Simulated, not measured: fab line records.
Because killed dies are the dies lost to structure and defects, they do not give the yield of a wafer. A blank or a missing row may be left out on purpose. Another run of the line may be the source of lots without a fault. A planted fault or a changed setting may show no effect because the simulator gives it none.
fab line records | flow nand-harc
[record] lots = 15 wafers = 45 last-day = 23
route steps=1159 shown P_ZERO_WELL@67 P_STI@88 P_GATE@132
lots that met no fault: from a run of the same line without faults
start-h: the number of hours between the record's first day and the start of the first shown wafer of the lot | wait-h: hours from the lot's prior step to this one | " the same as in the row above | L1.1+2: one row covering several wafers at once | - value missing, or start not given | * or withheld: withheld | < > ~ a bound
route shown NAME@n: names a module that has steps shown in the file, with the first one's number in the route | usual: mean/standard deviation taken from wafers without a fault | same: alike in all rows | chamber/n: place in a boat | sites: each site's reading | _std_site: the standard deviation of these | _edge_site: outer sites' mean less inner sites' | radius-mm: how far each site lies from the wafer's centre | mask NAME#n: copy n | behind: the most recent tool/chamber to have shaped the wafer | hold: reason for holding the lot/hours on hold/outcome of the hold | device: the transistor (n, p or np) that didn't switch | end of line: at the end of the route, the tests of the same wafers | step lacking rows: just its recipe | killed: not the wafer's yield, but the dies lost to structure and defects at the first sort | map: a wafer's dies, x killed, . not, _ none there
set.NAME: setting as actually run; set.NAME@STEP: the setting as run at that earlier step | model.NAME: the simulator's own value behind a step, which no gauge read
route steps across a sampled set of lots; one table per step, one row per wafer
services: a tool's chamber out of use, with start hour (start-h, from the record's first day; less than 0 if before it), hours out, and reason
[[steps]]
[step NHARC_P_ZERO_WELL_RTA_42]
[recipe] temp-c = 1100 time-s = 300
[usual] anneal-temp-c-max = 1104.3/0.86 lamp-power-pct = 34.51/0.2 wafer_temp_C_max = 1104.6/1.7
// columns lot.wafer tool chamber start-h wait-h anneal-temp-c-max lamp-power-pct wafer_temp_C_max
L405.4 rtp-anneal-01 0 25.17 - 1104.9 34.41 1105.4
L405.5 " 0 " " 1103.5 34.42 1105.9
L405.6 " 0 " " 1103.4 34.43 1104.5
L406.1 rtp-anneal-02 0 30.80 - 1105.4 34.81 1105.9
L406.3 " 0 " " 1103.8 34.85 1107.3
L406.6 " 0 " " 1105.1 34.81 1105.4
L408.2 rtp-anneal-01 0 42.96 - 1104.5 34.38 1104.5
L408.4 " 0 " " 1105.8 34.41 1104.1
L408.6 " 0 " " 1104.5 34.34 1104.7
L409.2 rtp-anneal-02 0 49.26 - 1103.9 34.92 1108.2
L409.4 " 0 " " 1105.6 34.86 1106.6
L409.6 " 0 " " 1103.8 34.87 1107.9
L411.1 rtp-anneal-01 0 60.94 - 1104.2 34.29 1104.1
L411.4 " 0 " " 1106.6 34.33 1104.2
L411.6 " 0 " " 1104.2 34.33 1104.2
L412.2 rtp-anneal-01 0 67.06 - 1105.2 34.36 1103.2
L412.4 " 0 " " 1104.2 34.33 1102.8
L412.6 " 0 " " 1105.2 34.29 1103.8
L413.3 rtp-anneal-01 0 73.10 - 1104.3 34.37 1105.5
L413.4 " 0 " " 1107.2 34.42 1103.6
L413.5 " 0 " " 1104.1 34.40 1103.7
L414.2 rtp-anneal-01 0 79.19 - 1104.6 34.48 1102.8
L414.4 " 0 " " 1103.8 34.36 1104.7
L414.5 " 0 " " 1104.2 34.37 1103.8
L415.1 rtp-anneal-02 0 84.85 - 1103.7 34.87 1107.4
L415.5 " 0 " " 1103.5 34.90 1107.9
L415.6 " 0 " " 1105.0 34.98 1108.9
L416.1 rtp-anneal-01 0 90.82 - 1104.5 34.39 1103.9
L416.2 " 0 " " 1104.8 34.35 1102.6
L416.4 " 0 " " 1103.6 34.43 1103.3
L420.1 rtp-anneal-01 0 114.82 - 1104.1 34.42 1103.0
L420.4 " 0 " " 1105.6 34.38 1103.5
L420.6 " 0 " " 1103.0 34.39 1103.9
L421.1 rtp-anneal-01 0 121.16 - 1103.5 34.37 1103.2
L421.3 " 0 " " 1103.5 34.45 1102.7
L421.6 " 0 " " 1104.2 34.38 1103.1
L424.3 rtp-anneal-01 - 139.17 - - - -
L424.5 " - " " - - -
L424.6 " - " " - - -
L425.2 rtp-anneal-02 - 144.90 - - - -
L425.3 " - " " - - -
L425.5 " - " " - - -
L426.1 rtp-anneal-01 - 151.05 - - - -
L426.2 " - " " - - -
L426.4 " - " " - - -
[step NHARC_P_STI_ETCH_42]
[recipe] target-depth-a = 800 overetch-a = 240 time-s = 61 ion-energy-ev = 200 n2-flow-sccm = 150 h2-flow-sccm = 150 ar-flow-sccm = 0 rf-w = 400 bias-w = 150 chemistry = N2/H2
[usual] chamber-pressure-mTorr = 30.000/0.026 drypump-motor-current-A = 5.9/0.48 n2-flow-sccm = 150.0/0.47 oes-product-au = 0.999/0.008 rf-vpp-V = 430.5/2.5 showerhead-plenum-p-Torr = 2.04/0.086 throttle-valve-pct = 14.171/0.0098
// columns lot.wafer tool chamber start-h wait-h chamber-pressure-mTorr drypump-motor-current-A n2-flow-sccm oes-product-au rf-hours-counter-h rf-vpp-V showerhead-plenum-p-Torr throttle-valve-pct
L406.3 rie-diel-04 3 45.56 0.1 29.988 6.4 150.3 0.983 4.5 427.3 1.92 14.175
L406.1 " 0 " " 29.981 5.0 150.1 1.002 5.4 433.8 2.12 14.185
L406.6 " 1 " " 29.998 5.4 150.1 0.983 - 430.1 1.98 14.163
L405.4 rie-diel-12 3 45.72 0.1 30.049 5.5 150.4 1.009 0.4 431.7 2.04 14.183
L405.6 " 2 " " 29.985 6.5 149.2 1.004 - 429.9 2.04 14.162
L405.5 " 3 " " 29.991 5.5 150.8 0.997 - 431.1 2.04 14.176
L408.2 rie-diel-12 0 60.88 0.1 30.004 6.3 150.1 1.003 1.3 434.3 2.17 14.184
L408.4 " 1 " " 30.010 5.5 149.7 0.987 1.3 431.0 2.05 14.167
L408.6 " 2 " " 29.995 6.4 150.6 1.000 - 430.5 2.04 14.167
L409.2 rie-diel-04 1 65.47 0.1 29.956 5.4 150.3 0.996 6.6 430.1 1.98 14.174
L409.4 " 2 " " 30.005 6.3 149.7 0.990 6.3 429.1 1.94 14.176
L409.6 " 1 " " 29.988 5.4 149.7 0.994 - 428.9 1.98 14.161
L411.1 rie-diel-04 2 78.86 0.1 30.004 6.3 149.8 1.002 7.3 428.4 1.94 14.147
L411.4 " 3 " " 30.042 6.4 148.9 1.004 - 426.0 1.92 14.165
L411.6 " 2 " " 30.003 6.3 150.6 0.999 - 427.9 1.94 14.183
L412.2 rie-diel-06 2 85.83 0.1 29.975 5.6 150.4 0.991 0.2 431.6 2.06 14.162
L412.4 " 0 " " 29.973 6.5 149.6 0.997 0.2 434.4 2.20 14.163
L412.6 " 2 " " 30.026 5.6 149.7 1.003 - 429.9 2.06 14.172
L413.3 rie-diel-12 2 86.02 0.1 29.954 6.4 150.6 0.996 1.9 430.2 2.04 14.176
L413.5 " 3 " " 30.014 5.5 150.5 1.000 - 430.8 2.04 14.205
L413.4 " 2 " " 30.015 6.4 150.4 0.996 - 431.0 2.04 14.152
L414.2 rie-diel-06 0 99.98 0.1 29.990 6.5 149.9 1.002 0.4 435.6 2.20 14.169
L414.4 " 3 " " 29.979 5.9 149.7 1.008 0.4 432.3 2.13 14.168
L414.5 " 0 " " 30.082 6.6 150.1 1.013 - 434.6 2.20 14.185
L415.1 rie-diel-12 0 100.16 0.1 29.946 6.4 149.8 0.994 2.3 434.1 2.17 14.181
L415.5 " 3 " " 29.970 5.5 149.2 1.008 - 430.6 2.04 14.183
L415.6 " 0 " " 30.010 6.3 149.7 0.997 - 432.9 2.17 14.173
L416.4 rie-diel-04 0 108.01 0.1 29.968 5.0 148.9 0.995 8.5 433.2 2.12 14.176
L416.1 " 2 " " 30.038 6.3 149.2 1.000 9.1 428.8 1.94 14.155
L416.2 " 3 " " 29.969 6.4 149.4 1.004 7.7 427.6 1.92 14.170
L420.1 rie-diel-06 0 128.72 0.1 30.036 6.5 150.0 1.006 1.1 434.8 2.20 14.159
L420.4 " 2 " " 30.005 5.5 149.2 0.998 1.1 430.9 2.06 14.164
L420.6 " 0 " " 30.029 6.5 149.6 1.005 - 435.7 2.20 14.178
L421.3 rie-diel-04 2 140.45 0.1 29.972 6.3 150.8 1.000 1.3 427.0 1.94 14.180
L421.1 " 3 " " 30.012 6.4 149.5 0.989 1.1 427.4 1.92 14.176
L421.6 " 0 " " 29.996 5.1 149.5 0.995 - 432.0 2.12 14.187
[step NHARC_P_GATE_DEP_103]
[recipe] target-thk-a = 300 target-thk-nm = 30 temp-c = 400 flow-sccm = 200 rf-w = 350 material = SiON
[usual] heater-power-w = 786/85
// columns lot.wafer tool chamber start-h wait-h heater-power-w
L405.6 pecvd-04 1 102.28 0.1 755
L405.4 " 2 " " 853
L405.5 " 0 " " 746
L406.3 pecvd-04 2 102.67 0.3 986
L406.1 " 1 " " 695
L406.6 " 0 " " 719
L409.2 pecvd-01 0 117.27 0.5 706
L409.6 " 1 " " 720
L409.4 " 2 " " 772
L408.2 pecvd-04 0 118.17 0.8 752
L408.6 " 2 " " 889
L408.4 " 1 " " 722
L411.1 pecvd-04 0 131.26 0.6 810
L411.6 " 0 " " 805
L411.4 " 2 " " 969
L413.3 pecvd-04 1 137.76 0.4 795
L413.5 " 2 " " 907
L413.4 " 1 " " 763
L412.2 pecvd-01 0 137.87 0.5 718
L412.4 " 2 " " 892
L412.6 " 1 " " 759
L415.1 pecvd-04 0 155.24 0.6 704
L415.5 " 0 " " 717
L415.6 " 1 " " 690
L414.2 pecvd-01 1 155.30 0.5 760
L414.4 " 0 " " 724
L414.5 " 1 " " 747
L416.1 pecvd-04 0 167.64 0.6 812
L416.2 " 1 " " 726
L416.4 " 2 " " 1007
L420.1 pecvd-04 1 182.07 0.6 707
L420.4 " 2 " " 838
L420.6 " 1 " " 715
L421.3 pecvd-01 1 193.06 0.5 816
L421.1 " 0 " " 737
L421.6 " 0 " " 733
[step NHARC_P_GATE_OVL_MEAS_27]
[usual] overlay-x-nm = 0.3/0.74 overlay-y-nm = -0.1/0.88
// columns lot.wafer tool chamber start-h wait-h overlay-x-nm overlay-y-nm
L405.4 overlay-01 - 102.97 - 0.5 0.9
L405.5 " - " " 0.2 0.9
L405.6 " - " " 0.6 1.1
L406.1 overlay-01 - 103.31 - -0.6 -1.8
L406.3 " - " " -1.0 -1.0
L406.6 " - " " -0.2 -1.9
L409.2 overlay-01 - 118.00 - -0.9 0.4
L409.4 " - " " -0.8 0.4
L409.6 " - " " -0.3 0.3
L408.2 overlay-01 - 118.78 - -0.7 0.5
L408.4 " - " " -0.6 0.0
L408.6 " - " " -0.4 0.9
L411.1 overlay-02 - 131.92 - 1.0 0.4
L411.4 " - " " 1.6 0.3
L411.6 " - " " 1.5 0.4
L413.3 overlay-02 - 138.34 - -0.3 -0.7
L413.4 " - " " -0.2 -0.2
L413.5 " - " " -0.5 -0.3
L412.2 overlay-01 - 138.62 - 0.0 -0.2
L412.4 " - " " 0.1 -0.2
L412.6 " - " " -0.2 -0.6
L415.1 overlay-02 - 155.97 - 0.0 -1.0
L415.5 " - " " 0.4 -1.4
L415.6 " - " " -0.4 -1.1
L414.2 overlay-01 - 156.01 - -0.1 0.1
L414.4 " - " " 0.3 0.1
L414.5 " - " " -0.8 -0.4
L416.1 overlay-01 - 168.41 - 1.5 -1.0
L416.2 " - " " 0.8 -1.6
L416.4 " - " " 1.1 -1.6
L420.1 overlay-01 - 182.78 - 0.4 0.9
L420.4 " - " " 0.6 1.9
L420.6 " - " " 0.5 1.9
L421.1 overlay-01 - 193.85 - 1.3 -0.8
L421.3 " - " " 1.0 -1.4
L421.6 " - " " 1.3 -1.6
[[services]]
// columns tool chamber start-h hours kind
pecvd-01 1 3.39 5.1 repair
pecvd-04 - 14.36 13.0 pm
pecvd-04 0 14.36 13.0 vent-cycle
pecvd-04 1 14.36 13.0 vent-cycle
pecvd-04 2 14.36 13.0 vent-cycle
rie-diel-12 - 25.40 9.0 pm
rie-diel-06 3 27.21 3.7 repair
pecvd-04 0 27.36 - clean
pecvd-04 1 27.36 - clean
pecvd-04 2 27.36 - clean
pecvd-01 - 56.18 13.0 pm
rie-diel-06 - 64.20 9.0 pm
rie-diel-04 0 74.52 7.4 repair
pecvd-04 - 80.77 1.1 repair
rie-diel-12 0 83.27 3.6 repair
pecvd-01 1 84.64 2.4 repair
pecvd-04 1 86.01 1.7 repair
rtp-anneal-02 - 96.19 1.3 repair
rie-diel-06 - 102.34 0.9 repair
rie-diel-04 - 111.90 9.0 pm
rie-diel-12 - 149.33 0.8 repair
rie-diel-12 3 178.82 2.8 repair
rie-diel-04 3 183.89 4.7 repair
rie-diel-04 2 186.92 15.0 repair
[[key]]
[first-sign] step = NHARC_P_ZERO_WELL_RTA_42 reading = tool-record direction = missing
effect none on later readings
met-at NHARC_P_ZERO_WELL_RTA_42
struck-lots L424,L425,L426
later-rows-left-out L424.3,L424.5,L424.6,L425.2,L425.3,L425.5,L426.1,L426.2,L426.4
sort-left-out L424.3,L424.5,L424.6,L425.2,L425.3,L425.5,L426.1,L426.2,L426.4
tester-left-out L424,L425,L426
not-acting-at NHARC_P_STI_ETCH_42,NHARC_P_GATE_DEP_103,NHARC_P_GATE_OVL_MEAS_27
onset-between 121.16 139.17
[fault] kind = skipped-step-whole tool = rtp-anneal-01,rtp-anneal-02 chamber = - onset-h = 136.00 steps = NHARC_P_ZERO_WELL_RTA_42 scope = struck-lots-only
// tester-left-out: of these lots the tester's yield and bins aren't shown, on N5 and GAA mostly nor the transistor test; their killed dies are dies lost to structure and defects alone, not to doping, threshold or leakage, so they don't give the yield
// sort-left-out: the simulated sort isn't trusted on such a fault, so these wafers' sort isn't shown, and their yield isn't known
// later-rows-left-out: the simulator's readings of these wafers behind a module that went badly wrong aren't trusted and aren't shown, but for the sort
